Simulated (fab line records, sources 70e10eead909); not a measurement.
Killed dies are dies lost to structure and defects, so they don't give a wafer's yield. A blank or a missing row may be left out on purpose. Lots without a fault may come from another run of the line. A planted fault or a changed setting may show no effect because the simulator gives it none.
A struck lot beside a sound one | flow nand_harc | 33 steps out of a route of 1302
Sound: wafers L177.2, L177.3, L177.4. Struck: wafers L186.1, L186.4, L186.5. The cause comes at the end.
At each step with rows: each side's tool, then ch and its chambers, then its first start. Under that, the readings that differ: sound wafers | struck wafers | difference of the means | sigmas: that difference in standard deviations of wafers without a fault.
alike: readings whose means differ by less than 2 such deviations, and words and numbers that are the same on both sides. not compared: withheld readings, readings that some wafer has no value for, bounds like >300 that may hide the same value, and numbers for which the record gives no deviation and whose values overlap.
The two part at a step that has a row with sigmas, a row that says differs or no value, or rows on one side only. Numbers that don't overlap but have no deviation are shown without sigmas and don't part them. A reading that every wafer of one side lacks parts them only if that side has two wafers or more.

NHARC_P_START_INSPECT_01:
  sound on defect_inspect-01, day 2 06:02; struck on defect_inspect-02, day 6 00:02
  alike: raw_defect_count
NHARC_P_ZERO_WELL_PRECLEAN_00: cleans in SPM, time 600 s.
  sound on wet_bench-05 ch 1,2,6, day 2 06:07; struck on wet_bench-01 ch 0,2,4, day 6 00:07
then, 11 steps without rows for these wafers: NHARC_P_ZERO_WELL_SRD_01; NHARC_P_ZERO_WELL_PECVD_02 (deposits SiO2, target thk 10 nm); NHARC_P_ZERO_WELL_DEHYDRATE_03 (time 120 s); NHARC_P_ZERO_WELL_HMDS_04 (time 30 s); NHARC_P_ZERO_WELL_COAT_64 (time 65 s); NHARC_P_ZERO_WELL_COAT_05 (resist thk 600 nm); NHARC_P_ZERO_WELL_SOFTBAKE_06 (time 70 s); NHARC_P_ZERO_WELL_EBR_07; NHARC_P_ZERO_WELL_EXPOSE_08 (exposes mask P ZERO, target cd 500 nm); NHARC_P_ZERO_WELL_PEB_09 (peb time 80 s); NHARC_P_ZERO_WELL_DEVELOP_10 (time 50 s).
NHARC_P_ZERO_WELL_CD_MEAS_11: target cd 500 nm.
  sound on cd_sem-01 ch 0, day 2 07:14; struck on cd_sem-03 ch 0, day 6 01:07
  alike: cd_nm
then, 1 step without rows for these wafers: NHARC_P_ZERO_WELL_HARDBAKE_12 (time 65 s).
NHARC_P_ZERO_WELL_DESCUM_13: chemistry O2, time 3 s.
  sound on rie_diel-04 ch 0,1,3, day 2 07:24; struck on rie_diel-11 ch 1,3, day 6 01:16
  alike: chamber_pressure_mTorr, drypump_motor_current_A, oes_product_au, rf_vpp_V, showerhead_plenum_p_Torr, throttle_valve_pct
  not compared: rf_hours_counter_h
NHARC_P_ZERO_WELL_ETCH_65: etches the open film in N2/H2, target depth 80 nm, overetch 24 nm, time 87.88 s.
  sound on rie_diel-04 ch 0,1,3, day 2 07:28; struck on rie_diel-11 ch 0,1, day 6 01:23
  alike: bias_w, chamber_pressure_mTorr, drypump_motor_current_A, oes_product_au, rf_vpp_V, showerhead_plenum_p_Torr, throttle_valve_pct
  not compared: rf_hours_counter_h
NHARC_P_ZERO_WELL_ETCH_62: etches the open film in CHF3/Ar, target depth 13 nm, time 6.5 s.
  sound on rie_diel-04 ch 0,1,2; struck on rie_diel-11 ch 0,1,3
  alike: bias_w, chamber_pressure_mTorr, drypump_motor_current_A, oes_product_au, rf_vpp_V, showerhead_plenum_p_Torr, throttle_valve_pct
  not compared: rf_hours_counter_h
NHARC_P_ZERO_WELL_ETCH_63: etches the open film in HBr/Cl2, target depth 120 nm, time 40.1 s.
  sound on rie_si-05 ch 0,1,3, day 2 07:39; struck on rie_si-05 ch 0,1, day 6 01:34
  alike: bias_w, chamber_pressure_mTorr, drypump_motor_current_A, he_backside_leak_sccm, oes_product_au, throttle_valve_pct
  not compared: rf_hours_counter_h
then, 9 steps without rows for these wafers: NHARC_P_ZERO_WELL_STRIP_15 (strips in SPM, time 900 s); NHARC_P_ZERO_WELL_DEHYDRATE_16 (time 120 s); NHARC_P_ZERO_WELL_HMDS_17 (time 30 s); NHARC_P_ZERO_WELL_COAT_18; NHARC_P_ZERO_WELL_SOFTBAKE_19 (time 95 s); NHARC_P_ZERO_WELL_EBR_20; NHARC_P_ZERO_WELL_EXPOSE_21 (exposes mask P NWELL, target cd 720 nm); NHARC_P_ZERO_WELL_PEB_22 (peb time 85 s); NHARC_P_ZERO_WELL_DEVELOP_23 (time 70 s).
NHARC_P_ZERO_WELL_CD_MEAS_24: target cd 720 nm.
  sound on cd_sem-02 ch 0, day 2 08:28; struck on cd_sem-03 ch 0, day 6 02:22
  alike: cd_nm
then, 1 step without rows for these wafers: NHARC_P_ZERO_WELL_HARDBAKE_25 (time 80 s).
NHARC_P_ZERO_WELL_DESCUM_26: chemistry O2, time 3 s.
  sound on rie_diel-04 ch 0,1,2, day 2 08:38; struck on rie_diel-05 ch 0,2,3, day 6 02:33
  alike: chamber_pressure_mTorr, drypump_motor_current_A, oes_product_au, rf_vpp_V, showerhead_plenum_p_Torr, throttle_valve_pct
  not compared: rf_hours_counter_h
NHARC_P_STI_INSPECT_11:
  sound on defect_inspect-02, day 3 04:48; struck on defect_inspect-02, day 7 02:34
  reading          | sound | struck   | difference | sigmas
  raw_defect_count | 3 2 4 | 11 19 15 | +12        | +4
-- the record jumps here: 21 days lie between the struck wafers' starts before and after (it left off in module P_STI and takes up again in module END, whose first step shown is number 1302 of the route) --
NHARC_END_SORT_01:
  the record has rows for the struck wafers here (prober-02 ch 0, day 28 11:34) and none for the sound ones

WHERE THEY PART
First at NHARC_P_STI_INSPECT_11; last, within this record, at NHARC_END_SORT_01.

WHY: what the simulator had put in
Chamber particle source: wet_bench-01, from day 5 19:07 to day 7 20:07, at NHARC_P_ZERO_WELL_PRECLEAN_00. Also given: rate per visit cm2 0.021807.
